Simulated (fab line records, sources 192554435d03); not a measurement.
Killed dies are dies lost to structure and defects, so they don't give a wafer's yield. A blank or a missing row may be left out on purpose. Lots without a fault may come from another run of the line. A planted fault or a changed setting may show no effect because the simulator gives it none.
Which tool did it? | flow n5_finfet | 12 lots, 33 wafers sampled, at 2 steps of a route of 1938

WHAT THE GAUGES READ, wafer by wafer
N5_SDB_CD_MEAS_11: target cd 50 nm.
lot  | measured    | on        | cd_nm (nm)
L901 | day 4 07:01 | cd_sem-03 | 50.0 49.6 50.2
L902 | day 4 13:19 | cd_sem-01 | 50.9 49.9 50.0
L904 | day 4 18:05 | cd_sem-02 | 48.1 48.8 51.5
L903 | day 4 22:16 | cd_sem-02 | 53.0 53.2
L906 | day 5 07:06 | cd_sem-01 | 52.0 50.8
L912 | day 7 02:44 | cd_sem-01 | 49.3 49.1 49.4
L913 | day 7 05:44 | cd_sem-01 | 48.5 50.5 49.7
L915 | day 7 17:02 | cd_sem-01 | 52.8 50.0 52.8
L916 | day 7 20:22 | cd_sem-02 | 49.2 49.7 49.9
L921 | day 8 23:49 | cd_sem-03 | 52.4 51.6 51.6
L922 | day 9 10:07 | cd_sem-03 | 48.4 51.7
L923 | day 9 15:29 | cd_sem-01 | 50.2 50.5 52.2

WHICH TOOL RAN EACH LOT (tool, then ch and the chambers of the sampled wafers, then the start)
lot  | N5_ILD0_CMP_07
L901 | cmp-01 ch 1,2,3, day 4 03:01
L902 | cmp-04 ch 1,3, day 4 09:22
L904 | cmp-04 ch 1,2, day 4 14:02
L903 | cmp-03 ch 0,2, day 4 17:31
L906 | cmp-03 ch 2,3, day 5 03:07
L912 | cmp-04 ch 0,1, day 6 22:37
L913 | cmp-01 ch 0,3, day 7 01:43
L915 | cmp-01 ch 0,2,3, day 7 13:05
L916 | cmp-04 ch 0,1, day 7 16:22
L921 | cmp-01 ch 0,1,3, day 8 19:49
L922 | cmp-01 ch 1,2, day 9 06:08
L923 | cmp-03 ch 0,2, day 9 11:30
- N5_ILD0_CMP_07: polishes SiO2 flowable, stops on poly-Si, t overpolish 1.18 s, target thk 138.88 nm.

WHAT THE TOOLS THEMSELVES READ (means of the sampled wafers that have a number; where no wafer has one, the mark that the record gives instead)
N5_ILD0_CMP_07.
lot  | tool   | motor_current_A (A) | platen_rpm (rpm)
L901 | cmp-01 | 12.7                | 51.81
L902 | cmp-04 | 12.3                | 51.85
L904 | cmp-04 | 12.7                | 51.77
L903 | cmp-03 | 12.6                | 51.81
L906 | cmp-03 | 11.8                | 51.83
L912 | cmp-04 | 12.4                | 51.75
L913 | cmp-01 | 12.1                | 51.85
L915 | cmp-01 | 12.3                | 51.80
L916 | cmp-04 | 12.3                | 51.80
L921 | cmp-01 | 12.3                | 51.79
L922 | cmp-01 | 13.1                | 51.84
L923 | cmp-03 | 12.3                | 51.79

THE ANSWER, worked out from the rows above alone
Rule: what is usual is taken from the lots themselves. Put in order of their means at a reading, lots are off if they are a third of the lots or fewer, leave a main group of 4 or more, and stand apart from it by a gap of 3 or more times the standard deviation of the main group's means; of several such gaps the widest counts. A main group whose means are all the same, to the digits that the tables above print for the reading, isn't used. A lot without any number at a reading at which 4 lots or more have one is off too. The other lots that the step has rows for count as sound. The gauges are gone through in route order, then the tools' own readings, and for those a lot's mean is taken as printed above. The first step at which some lot is off is used, and at that step the reading that is off furthest; a lot without a number counts as furthest.
No lot is off at any reading shown: from this, nothing can be told.

WHAT THE SIMULATOR HAD PUT IN
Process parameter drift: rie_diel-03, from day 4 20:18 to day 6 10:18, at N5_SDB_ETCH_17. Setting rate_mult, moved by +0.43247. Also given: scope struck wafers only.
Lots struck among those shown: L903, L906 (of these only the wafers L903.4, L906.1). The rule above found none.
